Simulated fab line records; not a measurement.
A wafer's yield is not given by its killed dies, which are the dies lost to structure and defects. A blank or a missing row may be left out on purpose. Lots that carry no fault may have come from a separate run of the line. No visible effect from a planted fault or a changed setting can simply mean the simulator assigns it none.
Split-lot experiment | flow n5_finfet | route with 1938 steps; 7 lots, 21 wafers read

SPLIT DETAILS
At N5_BEOL_M0_SAQP_COAT_81 (time 60 s, resist thk 100 nm), the setting spin_rpm was moved away from the recipe's 1500 rpm on 6 of the 21 wafers read, by -10.8% to +10.1%. This setting was run at the recipe's value on the other wafers.

FROM THE SPLIT TO THE READING: what the file shows between them, 8 steps
- N5_BEOL_M0_SAQP_COAT_82: time 60 s, resist thk 30 nm
- N5_BEOL_M0_SAQP_COAT_08: resist thk 90 nm
- N5_BEOL_M0_SAQP_DESCUM_19: chemistry O2, time 7.9 s
- N5_BEOL_M0_SAQP_ETCH_83: etches SiARC in CF4, target depth 39 nm, time 65 s
- N5_BEOL_M0_SAQP_ETCH_84: etches SOC in N2/H2, target depth 100 nm, overetch 20 nm, time 150 s
- N5_BEOL_M0_SAQP_STRIP_80: strips in N2/H2
- N5_BEOL_M0_SAQP_HM_OPEN_112: chemistry CHF3/O2, target SiO2, stops on a-Si, target depth 12 nm, time 13.5 s
- N5_BEOL_M0_SAQP_STRIP_113: strips in CHF3/O2

THE READING
SOC_of_BEOL_M0_SAQP_COAT_81.thk_nm (the simulator's own value, which no gauge read), in nm, at N5_BEOL_M0_SAQP_MANDREL_ETCH_20 (etches a-Si in HBr/Cl2, stops on SiNx, target depth 60 nm, bt time 10 s, time 30 s). The file gives no usual value for it. Across the 15 wafers here that went through the recipe, the average is 75.8 nm and the standard deviation 0.29 nm.

wafer  | tool, chamber at the split | spin_rpm as run, rpm | against the recipe | SOC_of_BEOL_M0_SAQP_COAT_81.thk_nm, nm | against lot-mates on the recipe
L075.1 | litho_track-01, 0          | 1500                 | recipe             | 75.8                                   | -
L075.2 | litho_track-01, 0          | 1500                 | recipe             | 75.8                                   | -
L075.3 | litho_track-01, 0          | 1612                 | +7.5%              | 72.2                                   | -3.6
L076.1 | litho_track-04, 0          | 1500                 | recipe             | 76                                     | -
L076.5 | litho_track-04, 0          | 1500                 | recipe             | 76                                     | -
L076.4 | litho_track-04, 0          | 1500                 | recipe             | 75.8                                   | -
L085.1 | litho_track-01, 0          | 1500                 | recipe             | 75.4                                   | -
L085.3 | litho_track-01, 0          | 1500                 | recipe             | 75.4                                   | -
L085.6 | litho_track-01, 0          | 1651                 | +10.1%             | 71                                     | -4.4
L087.1 | litho_track-04, 0          | 1500                 | recipe             | 76                                     | -
L087.2 | litho_track-04, 0          | 1397                 | -6.9%              | 80                                     | +4.0
L087.3 | litho_track-04, 0          | 1397                 | -6.9%              | 80                                     | +4.0
L089.4 | litho_track-05, 0          | 1500                 | recipe             | 75.4                                   | -
L089.5 | litho_track-05, 0          | 1422                 | -5.2%              | 78.6                                   | +2.9
L089.6 | litho_track-05, 0          | 1500                 | recipe             | 76                                     | -
L090.1 | litho_track-01, 0          | 1500                 | recipe             | 76.4                                   | -
L090.2 | litho_track-01, 0          | 1338                 | -10.8%             | 81.6                                   | +5.4
L090.5 | litho_track-01, 0          | 1500                 | recipe             | 76                                     | -
L091.3 | litho_track-05, 0          | 1500                 | recipe             | 75.8                                   | -
L091.4 | litho_track-05, 0          | 1500                 | recipe             | 75.6                                   | -
L091.5 | litho_track-05, 0          | 1500                 | recipe             | 75.4                                   | -

THE FIT
A straight line over all 21 wafers: SOC_of_BEOL_M0_SAQP_COAT_81.thk_nm changes by -0.529 nm for each +1% of spin_rpm; r = -0.99; the points scatter about the line by 0.33 nm.
The same after taking each lot's own level away (the mean of its wafers on the recipe; 21 wafers): -0.502 nm for each +1%; r = -0.99; scatter 0.26 nm.
That fit puts the effect of the largest move of spin_rpm on the reading at 5.4 nm.
From 75.40 to 76.20 nm: that is the span of the lots' own levels, equal to 2.8 times the standard deviation above.
So the lot-to-lot level changes the slope little: the two slopes agree.
Check: for one of the wafers moved furthest among these (-10.8%), held out of the fit, the line's prediction against its lot-mates is +5.58 nm. Against them it came out at +5.4 nm.

THE WHOLE CHAIN: every reading that the file lists as answering this split, in the file's order
step                            | what it does                                                                       | reading                                                                             | change (the file's fit)               | r (the file's)
N5_BEOL_M0_SAQP_COAT_81         | time 60 s, resist thk 100 nm                                                       | SOC_of_BEOL_M0_SAQP_COAT_81.thk_nm (the simulator's own value, which no gauge read) | -0.511 nm for each +1% of the setting | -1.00
N5_BEOL_M0_SAQP_ETCH_84         | etches SOC in N2/H2, target depth 100 nm, overetch 20 nm, time 150 s               | etch.depth_nm (the simulator's own value, which no gauge read)                      | -0.507 nm for each +1% of the setting | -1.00
N5_BEOL_M0_SAQP_MANDREL_ETCH_20 | etches a-Si in HBr/Cl2, stops on SiNx, target depth 60 nm, bt time 10 s, time 30 s | SOC_of_BEOL_M0_SAQP_COAT_81.thk_nm (the simulator's own value, which no gauge read) | -0.494 nm for each +1% of the setting | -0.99

FILE'S OWN FIT
SOC_of_BEOL_M0_SAQP_COAT_81.thk_nm changes by -0.494 nm for each +1% of spin_rpm, r = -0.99.
